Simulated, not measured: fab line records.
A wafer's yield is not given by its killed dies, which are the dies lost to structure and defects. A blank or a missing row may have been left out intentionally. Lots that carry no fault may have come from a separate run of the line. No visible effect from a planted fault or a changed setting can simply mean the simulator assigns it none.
Matching of chambers    flow nandHarc    NHARC_P_GATE_STRIP_108 on rieDiel-10 has 4 sister chambers
The step strips in O2. 20 wafers are shown with their chamber, then 9 later ones without.

## WAFERS PAIRED WITH THEIR CHAMBERS
wafer   chamber  drypumpMotorCurrentA (A)  oesProductAu (a.u.)  throttleValvePct (%)
L075.3  1        6.5                       1.004                17.025
L075.4  3        6.1                       0.995                17.037
L075.6  1        6.5                       1.000                17.024
L076.1  3        6.0                       1.000                17.030
L076.5  1        6.5                       1.012                17.032
L076.6  0        5.9                       1.027                17.043
L078.1  0        5.9                       1.031                17.038
L078.3  2        6.0                       0.993                17.038
L078.5  2        6.0                       0.997                17.029
L080.1  2        6.0                       1.014                17.035
L080.2  0        5.9                       1.036                17.039
L080.5  0        5.9                       1.029                17.044
L083.2  0        5.9                       1.022                17.043
L083.3  2        6.0                       1.004                17.034
L083.4  1        6.5                       0.999                17.051
L086.4  1        6.5                       1.010                17.036
L086.5  3        6.1                       0.998                17.026
L086.6  0        5.9                       1.030                17.037
L090.4  2        6.0                       0.990                17.028
L090.5  3        6.1                       0.993                17.034

SIGNATURES (averages over the wafers above)
reading               chamber 0  chamber 1  chamber 2  chamber 3  scatter within a chamber
drypumpMotorCurrentA  5.900      6.500      6.000      6.075      0.0217
oesProductAu          1.02917    1.00500    0.99960    0.99650    0.00633
throttleValvePct      17.04067   17.03360   17.03280   17.03175   0.00643
Rule: distance of a wafer from a chamber = root of the sum over the readings of ((wafer's reading minus chamber's mean) / reading's scatter) squared. If the next closest chamber is less than 2 further off than the closest, the wafer can't be placed; otherwise it belongs to the closest. The scatter: the root of (the sum of the squares of (reading less its chamber's mean) over the shown wafers, divided by (wafers less chambers)).

## WAFERS MISSING THEIR CHAMBER
wafer   drypumpMotorCurrentA (A)  oesProductAu (a.u.)  throttleValvePct (%)
L093.2  6.5                       0.988                17.033
L093.4  6.0                       1.001                17.041
L093.6  6.5                       0.990                17.042
L096.1  6.0                       0.997                17.037
L096.3  5.9                       1.005                17.056
L096.6  6.0                       1.012                17.029
L097.1  6.1                       1.006                17.045
L097.2  5.9                       0.997                17.020
L097.3  5.9                       0.999                17.051

## CHAMBER TAKEN BY EACH
wafer    from the rows above       in truth
L093.2   1                         1
L093.4   2                         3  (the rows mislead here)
L093.6   1                         1
L096.1   2                         2
L096.3   can't be placed: 0 or 2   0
L096.6   2                         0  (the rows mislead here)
L097.1   3                         3
L097.2   can't be placed: 2 or 0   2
L097.3   can't be placed: 0 or 2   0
4 of 9 placed correctly. Cannot be placed on the basis of these rows: 3; the candidates contain the true chamber in 3. 2 placed wrongly.
